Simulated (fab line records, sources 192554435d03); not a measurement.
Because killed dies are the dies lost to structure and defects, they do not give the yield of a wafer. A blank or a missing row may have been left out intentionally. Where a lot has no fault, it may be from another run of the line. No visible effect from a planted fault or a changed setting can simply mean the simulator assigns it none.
Matching of chambers | flow n5_finfet | rie_diel-04 running N5_BEOL_M0_SAQP_CUT_ETCH_46: 4 sister chambers
The step etches SOC in N2/H2, target depth 135 nm, overetch 27 nm, time 202.5 s. 8 wafers are shown with their chamber, then 7 later ones without.

## WAFERS, EACH WITH ITS CHAMBER
wafer  | chamber | showerhead_plenum_p_Torr (Torr) | throttle_valve_pct (%)
L079.5 | 1       | 2.65                            | 18.19
L082.5 | 0       | 2.55                            | 17.59
L083.4 | 0       | 2.55                            | 17.61
L083.6 | 1       | 2.64                            | 18.20
L086.1 | 2       | 2.41                            | 17.74
L086.5 | 3       | 2.63                            | 17.95
L087.2 | 3       | 2.63                            | 17.93
L087.3 | 2       | 2.41                            | 17.74

## WAFERS WITHOUT THEIR CHAMBER
wafer  | showerhead_plenum_p_Torr (Torr) | throttle_valve_pct (%)
L087.6 | 2.55                            | 17.60
L089.1 | 2.55                            | 17.60
L089.4 | 2.41                            | 17.74
L089.6 | 2.55                            | 17.60
L092.3 | 2.63                            | 17.94
L092.5 | 2.64                            | 18.23
L092.6 | 2.63                            | 17.93

## CHAMBER TAKEN BY EACH
wafer  | from the rows above | in truth
L087.6 | 0                   | 0
L089.1 | 0                   | 0
L089.4 | 2                   | 2
L089.6 | 0                   | 0
L092.3 | 3                   | 3
L092.5 | 1                   | 1
L092.6 | 3                   | 3
Placed correctly: 7 of 7. Number that these rows cannot place: 0. Number placed wrongly: 0.
How it was worked out, from the rows above alone: a wafer's distance from a chamber is the root of the sum, over the readings, of the square of ((its reading less the chamber's mean) divided by the reading's scatter). If the next closest chamber is less than 2 further off than the closest, the wafer can't be placed; otherwise it belongs to the closest. The mean given for a chamber averages the wafers shown for that chamber. The scatter: take each reading less its chamber's mean, square it, sum over the shown wafers, divide by the number of wafers less the number of chambers, and take the root.
